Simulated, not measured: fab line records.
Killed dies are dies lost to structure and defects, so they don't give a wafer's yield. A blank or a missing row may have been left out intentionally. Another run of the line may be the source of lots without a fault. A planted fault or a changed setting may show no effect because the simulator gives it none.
Which tool did it? :: flow nand harc :: Sampling: 24 lots, 72 wafers, 2 of 1302 route steps

WHAT THE GAUGES SHOWED, per wafer
NHARC_P_STI_CD_MEAS_09: the cd target is 200 nm.
lot: L074
measured: day 2 20:01
on: cd sem-02
cd nm (nm): 199.7 200.5 200.7

lot: L075
measured: day 3 06:39
on: cd sem-03
cd nm (nm): 201.0 201.6 199.7

lot: L076
measured: day 3 16:37
on: cd sem-03
cd nm (nm): 199.8 200.1 201.8

lot: L077
measured: day 4 02:00
on: cd sem-02
cd nm (nm): 201.1 201.2 199.9

lot: L078
measured: day 4 12:21
on: cd sem-01
cd nm (nm): 200.9 199.9 201.0

lot: L079
measured: day 4 22:39
on: cd sem-02
cd nm (nm): 199.8 201.7 200.1

lot: L080
measured: day 5 06:22
on: cd sem-02
cd nm (nm): 199.3 200.1 200.9

lot: L081
measured: day 5 19:28
on: cd sem-03
cd nm (nm): 201.2 200.3 203.7

lot: L082
measured: day 6 04:55
on: cd sem-03
cd nm (nm): 199.8 201.5 199.7

lot: L083
measured: day 6 14:49
on: cd sem-02
cd nm (nm): 201.6 201.0 200.9

lot: L084
measured: day 6 22:52
on: cd sem-03
cd nm (nm): 198.1 199.8 203.9

lot: L085
measured: day 7 10:44
on: cd sem-03
cd nm (nm): 200.4 201.8 201.8

lot: L086
measured: day 7 18:59
on: cd sem-03
cd nm (nm): 201.9 200.2 200.1

lot: L087
measured: day 8 06:03
on: cd sem-02
cd nm (nm): 200.1 202.3 200.8

lot: L088
measured: day 8 18:09
on: cd sem-02
cd nm (nm): 203.1 201.1 200.7

lot: L089
measured: day 9 01:37
on: cd sem-02
cd nm (nm): 201.8 202.5 203.3

lot: L090
measured: day 9 13:20
on: cd sem-01
cd nm (nm): 199.9 199.8 198.8

lot: L091
measured: day 9 22:37
on: cd sem-03
cd nm (nm): 203.1 200.6 202.0

lot: L092
measured: day 10 09:38
on: cd sem-01
cd nm (nm): 201.8 200.0 200.6

lot: L093
measured: day 10 20:56
on: cd sem-02
cd nm (nm): 199.5 200.3 201.7

lot: L094
measured: day 11 05:40
on: cd sem-01
cd nm (nm): 198.9 199.3 200.2

lot: L095
measured: day 11 12:26
on: cd sem-03
cd nm (nm): 199.9 199.7 200.9

lot: L097
measured: day 12 11:07
on: cd sem-03
cd nm (nm): 198.9 198.7 198.9

lot: L096
measured: day 13 05:02
on: cd sem-02
cd nm (nm): 200.0 200.1 198.5

NHARC_P_STI_OVL_MEAS_10.
lot: L074
measured: day 2 20:07
on: overlay-02
overlay x nm (nm): -5 -6 -6
overlay y nm (nm): -4 -5 -4

lot: L075
measured: day 3 06:44
on: overlay-01
overlay x nm (nm): -5 -6 -5
overlay y nm (nm): -7 -7 -7

lot: L076
measured: day 3 16:41
on: overlay-01
overlay x nm (nm): -3 -4 -4
overlay y nm (nm): 1 1 1

lot: L077
measured: day 4 02:05
on: overlay-01
overlay x nm (nm): -2 -1 -2
overlay y nm (nm): 9 9 10

lot: L078
measured: day 4 12:26
on: overlay-01
overlay x nm (nm): 3 4 3
overlay y nm (nm): -2 -3 -3

lot: L079
measured: day 4 22:44
on: overlay-01
overlay x nm (nm): -2 -1 -1
overlay y nm (nm): -1 -1 -1

lot: L080
measured: day 5 06:28
on: overlay-02
overlay x nm (nm): 4 5 4
overlay y nm (nm): -8 -8 -9

lot: L081
measured: day 5 19:33
on: overlay-01
overlay x nm (nm): -1 -1 0
overlay y nm (nm): -7 -8 -7

lot: L082
measured: day 6 04:59
on: overlay-01
overlay x nm (nm): -3 -3 -3
overlay y nm (nm): 4 4 3

lot: L083
measured: day 6 14:56
on: overlay-02
overlay x nm (nm): -4 -5 -5
overlay y nm (nm): 2 3 2

lot: L084
measured: day 6 22:57
on: overlay-01
overlay x nm (nm): -1 -1 -1
overlay y nm (nm): 9 9 10

lot: L085
measured: day 7 10:50
on: overlay-02
overlay x nm (nm): -13 -13 -13
overlay y nm (nm): -4 -4 -5

lot: L086
measured: day 7 19:04
on: overlay-01
overlay x nm (nm): -9 -9 -9
overlay y nm (nm): -12 -12 -12

lot: L087
measured: day 8 06:08
on: overlay-01
overlay x nm (nm): 1 1 1
overlay y nm (nm): 0 -1 0

lot: L088
measured: day 8 18:14
on: overlay-01
overlay x nm (nm): -6 -6 -6
overlay y nm (nm): 2 1 2

lot: L089
measured: day 9 01:42
on: overlay-01
overlay x nm (nm): -3 -4 -2
overlay y nm (nm): -2 -2 -2

lot: L090
measured: day 9 13:25
on: overlay-02
overlay x nm (nm): 17 17 16
overlay y nm (nm): -2 -2 -2

lot: L091
measured: day 9 22:42
on: overlay-01
overlay x nm (nm): 4 5 5
overlay y nm (nm): 1 1 1

lot: L092
measured: day 10 09:43
on: overlay-01
overlay x nm (nm): 2 2 2
overlay y nm (nm): -5 -5 -5

lot: L093
measured: day 10 21:01
on: overlay-02
overlay x nm (nm): -4 -4 -3
overlay y nm (nm): -3 -3 -3

lot: L094
measured: day 11 05:45
on: overlay-01
overlay x nm (nm): 5 5 5
overlay y nm (nm): 12 10 11

lot: L095
measured: day 11 12:32
on: overlay-01
overlay x nm (nm): -14 -13 -14
overlay y nm (nm): 2 1 2

lot: L097
measured: day 12 11:11
on: overlay-02
overlay x nm (nm): -3 -3 -3
overlay y nm (nm): -4 -3 -4

lot: L096
measured: day 13 05:08
on: overlay-01
overlay x nm (nm): 4 4 3
overlay y nm (nm): 2 3 3

EACH LOT AND THE TOOL THAT RAN IT (in order: tool; ch and the chambers of the sampled wafers; start)
There is no process step in the record ahead of these readings.

AS READ BY THE TOOLS THEMSELVES (means over the sampled wafers that have a number; for cases with no such wafer, the mark the record gives instead)
The record holds no such reading with a usual standard deviation.

THE ANSWER, worked out from the rows above alone
Rule: the usual values come from the lots themselves. The widest of any qualifying gaps counts: lots, ordered by their means at a reading, are off when they make up no more than a third of the lots, leave a main group of 4 or more, and stand apart from it by 3 or more times the standard deviation of that group's means. A main group whose means are all the same, to the digits that the tables above print for the reading, isn't used. A lot without any number at a reading at which 4 lots or more have one is off too. All remaining lots with rows at the step are treated as sound. The gauges are gone through in route order, then the tools' own readings, and for those a lot's mean is taken as printed above. The first step at which some lot is off is used, and at that step the reading that is off furthest; a lot without a number counts as furthest.
Nothing can be told from this: no lot is off at any reading shown.

WHAT WAS PUT IN BY THE SIMULATOR
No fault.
